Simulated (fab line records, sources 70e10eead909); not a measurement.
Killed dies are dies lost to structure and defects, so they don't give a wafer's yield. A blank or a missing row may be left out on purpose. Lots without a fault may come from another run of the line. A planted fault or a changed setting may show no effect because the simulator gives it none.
One fault seen from 2 desks | flow nand_harc | each desk has only its own numbers; what lay behind them comes last

THE TOOL OWNER'S DESK: rie_diel-01
The tool's own readings at NHARC_A_CONTACT_ETCH_76 (etches the open film in N2/H2, target depth 260 nm, time 475.3 s): means of the sampled wafers that have a number, for each lot that ran on this tool. A lot is out of limits, marked OUT, if its mean lies more than 4 standard deviations from the usual mean; the brackets give that distance.
Columns: A = chamber_pressure_mTorr at NHARC_A_CONTACT_ETCH_76, usual 30.00 mTorr; B = drypump_motor_current_A at NHARC_A_CONTACT_ETCH_76, usual 5.6 A; C = h2_flow_sccm at NHARC_A_CONTACT_ETCH_76, usual 150.0 sccm; D = oes_product_au at NHARC_A_CONTACT_ETCH_76, usual 0.997 a.u.; E = rf_vpp_V at NHARC_A_CONTACT_ETCH_76, usual 430.0 V; F = showerhead_plenum_p_Torr at NHARC_A_CONTACT_ETCH_76, usual 2.02 Torr; G = throttle_valve_pct at NHARC_A_CONTACT_ETCH_76, usual 14.171 %
lot  | first seen here | A     | B   | C     | D                | E     | F    | G
L460 | day 22 15:59    | 30.00 | 5.6 | 149.9 | 1.001            | 430.6 | 2.02 | 14.163
L457 | day 22 19:20    | 30.01 | 5.4 | 150.0 | 0.988            | 428.8 | 1.99 | 14.172
L462 | day 23 15:22    | 30.01 | 5.5 | 149.8 | 0.994            | 428.7 | 1.98 | 14.162
L473 | day 28 21:35    | 29.98 | 5.9 | 150.1 | 0.961 (-4.4) OUT | 429.8 | 2.03 | 14.166
L480 | day 32 07:48    | 29.98 | 5.7 | 149.8 | 0.998            | 429.7 | 2.00 | 14.174
This desk's finding: out of limits on L473; first on L473, day 28 21:35 (oes_product_au at NHARC_A_CONTACT_ETCH_76). In limits: L460, L457, L462, L480.

THE METROLOGY DESK
What the gauges read, lot by lot, whatever tool the lot ran on: means of the sampled wafers that have a number. A lot is out of limits, marked OUT, if its mean lies more than 4 standard deviations from the usual mean; the brackets give that distance.
Columns: A = cd_nm at NHARC_A_CONTACT_CD_MEAS_53, usual 289.6 nm
lot  | first seen here | A
L460 | day 22 08:27    | 290.0
L458 | day 22 09:20    | 289.4
L457 | day 22 12:54    | 290.3
L459 | day 22 16:35    | 289.3
L462 | day 23 10:10    | 290.2
L461 | day 23 10:50    | 290.8
L464 | day 24 16:47    | 289.5
L468 | day 26 20:02    | 289.2
L473 | day 28 16:16    | 290.3
L476 | day 29 20:04    | 289.3
L477 | day 30 00:10    | 289.3
L479 | day 30 16:44    | 288.4
L480 | day 31 23:18    | 288.6
This desk's finding: nothing out of limits on any of the 13 lots.

PUT TOGETHER
The tool owner's desk could have raised an alarm at day 28 21:35, on L473.
The metrology desk saw nothing out of limits.
The metrology desk has L473 on record, within its limits.
Of the lots named, all ran NHARC_A_CONTACT_ETCH_76 on rie_diel-01.

WHAT THE SIMULATOR HAD PUT IN
Process parameter drift: rie_diel-01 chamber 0, from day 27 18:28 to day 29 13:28, at NHARC_A_CONTACT_ETCH_76. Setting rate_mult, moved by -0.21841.
Lots struck among those shown: L473.
Hours from the fault's start to each desk's first reading out of limits: the tool owner's desk, 27.
